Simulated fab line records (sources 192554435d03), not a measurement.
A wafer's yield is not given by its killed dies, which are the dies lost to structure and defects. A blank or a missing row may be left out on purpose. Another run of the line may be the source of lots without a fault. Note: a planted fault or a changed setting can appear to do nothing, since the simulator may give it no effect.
Split-lot trial / flow n5-finfet / on a route of 1938 steps: 7 lots, 21 wafers read

## SPLIT DETAILS
At N5_GATE_CUT_ETCH_58 (etches SiNx in CH3F/O2, target depth 17 nm, time 128.6 s), the setting time-s was moved away from the recipe's 128.6 s on 11 of the 21 wafers read, by -13.1% to +22.4%. For the rest of the wafers, this setting stayed at what the recipe calls for.

The reading is taken at the split's own step.

## THE READING
etch.depth-nm (the simulator's own value, which no gauge read), in nm, at N5_GATE_CUT_ETCH_58 (etches SiNx in CH3F/O2, target depth 17 nm, time 128.6 s). The file gives no usual value for it. Across the 10 wafers here that went through the recipe, the average is 16.99 nm and the standard deviation 0.24 nm.

wafer=L078.2; tool, chamber at the split=rie-diel-06, 0; time-s as run, s=128.6; against the recipe=recipe; etch.depth-nm, nm=16.99; against lot-mates on the recipe=-
wafer=L078.4; tool, chamber at the split=rie-diel-06, 3; time-s as run, s=119.8; against the recipe=-6.8%; etch.depth-nm, nm=15.77; against lot-mates on the recipe=-1.00
wafer=L078.5; tool, chamber at the split=rie-diel-06, 1; time-s as run, s=128.6; against the recipe=recipe; etch.depth-nm, nm=16.54; against lot-mates on the recipe=-
wafer=L080.2; tool, chamber at the split=rie-diel-06, 3; time-s as run, s=121.4; against the recipe=-5.6%; etch.depth-nm, nm=16.16; against lot-mates on the recipe=no lot-mate on the recipe
wafer=L080.3; tool, chamber at the split=rie-diel-06, 2; time-s as run, s=121.4; against the recipe=-5.6%; etch.depth-nm, nm=15.65; against lot-mates on the recipe=no lot-mate on the recipe
wafer=L080.4; tool, chamber at the split=rie-diel-06, 1; time-s as run, s=121.4; against the recipe=-5.6%; etch.depth-nm, nm=15.64; against lot-mates on the recipe=no lot-mate on the recipe
wafer=L083.1; tool, chamber at the split=rie-diel-06, 2; time-s as run, s=128.6; against the recipe=recipe; etch.depth-nm, nm=16.58; against lot-mates on the recipe=-
wafer=L083.3; tool, chamber at the split=rie-diel-06, 0; time-s as run, s=128.6; against the recipe=recipe; etch.depth-nm, nm=17.07; against lot-mates on the recipe=-
wafer=L083.6; tool, chamber at the split=rie-diel-06, 2; time-s as run, s=118.1; against the recipe=-8.2%; etch.depth-nm, nm=15.16; against lot-mates on the recipe=-1.66
wafer=L086.1; tool, chamber at the split=rie-diel-03, 3; time-s as run, s=128.6; against the recipe=recipe; etch.depth-nm, nm=17.24; against lot-mates on the recipe=-
wafer=L086.5; tool, chamber at the split=rie-diel-03, 1; time-s as run, s=114.2; against the recipe=-11.2%; etch.depth-nm, nm=15.35; against lot-mates on the recipe=-1.89
wafer=L086.6; tool, chamber at the split=rie-diel-03, 0; time-s as run, s=114.2; against the recipe=-11.2%; etch.depth-nm, nm=16.69; against lot-mates on the recipe=-0.55
wafer=L089.1; tool, chamber at the split=rie-diel-03, 1; time-s as run, s=111.8; against the recipe=-13.1%; etch.depth-nm, nm=14.9; against lot-mates on the recipe=-2.35
wafer=L089.3; tool, chamber at the split=rie-diel-03, 2; time-s as run, s=111.8; against the recipe=-13.1%; etch.depth-nm, nm=15.06; against lot-mates on the recipe=-2.19
wafer=L089.6; tool, chamber at the split=rie-diel-03, 3; time-s as run, s=128.6; against the recipe=recipe; etch.depth-nm, nm=17.25; against lot-mates on the recipe=-
wafer=L092.2; tool, chamber at the split=rie-diel-06, 2; time-s as run, s=128.6; against the recipe=recipe; etch.depth-nm, nm=16.92; against lot-mates on the recipe=-
wafer=L092.3; tool, chamber at the split=rie-diel-06, 3; time-s as run, s=128.6; against the recipe=recipe; etch.depth-nm, nm=17.11; against lot-mates on the recipe=-
wafer=L092.6; tool, chamber at the split=rie-diel-06, 2; time-s as run, s=128.6; against the recipe=recipe; etch.depth-nm, nm=17.03; against lot-mates on the recipe=-
wafer=L094.2; tool, chamber at the split=rie-diel-06, 0; time-s as run, s=128.6; against the recipe=recipe; etch.depth-nm, nm=17.2; against lot-mates on the recipe=-
wafer=L094.4; tool, chamber at the split=rie-diel-06, 1; time-s as run, s=157.4; against the recipe=+22.4%; etch.depth-nm, nm=20.45; against lot-mates on the recipe=+3.25
wafer=L094.6; tool, chamber at the split=rie-diel-06, 0; time-s as run, s=157.4; against the recipe=+22.4%; etch.depth-nm, nm=20.83; against lot-mates on the recipe=+3.63

THE FIT
A straight line over all 21 wafers: etch.depth-nm changes by +0.156 nm for each +1% of time-s; r = +0.96; the points scatter about the line by 0.43 nm.
The same after taking each lot's own level away (the mean of its wafers on the recipe; 18 wafers): +0.153 nm for each +1%; r = +0.98; scatter 0.36 nm.
According to that fit, moving time-s by its largest amount changes the reading by 3.4 nm.
Measured against the standard deviation above, the lots' own levels, which go from 16.765 to 17.250 nm, span 2.0 times it.
So the lot-to-lot level changes the slope little: the two slopes agree.
Check: +3.54 nm against its lot-mates is what the line predicts for one of the wafers moved furthest among these (+22.4%) when that wafer is left out of the fit. Against them it came out at +3.25 nm.

## THE OTHER SPLITS THESE WAFERS WENT THROUGH
These wafers also went through other splits before the reading. Each is held against what the fit with the lots' levels taken away leaves over:
other split on the same wafers=N5_SDB_ETCH_25 time-s; wafers away from the commonest value=8; r with etch.depth-nm (lot level and that fit taken away)=-0.20
other split on the same wafers=N5_SDB_ALD_29 ald-cycles; wafers away from the commonest value=4; r with etch.depth-nm (lot level and that fit taken away)=-0.50
other split on the same wafers=N5_HKMG_FIN_EXPOSE_09 dose-mj; wafers away from the commonest value=8; r with etch.depth-nm (lot level and that fit taken away)=+0.18

## THE FILE'S OWN FIT
etch.depth-nm changes by +0.155 nm for each +1% of time-s, r = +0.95.
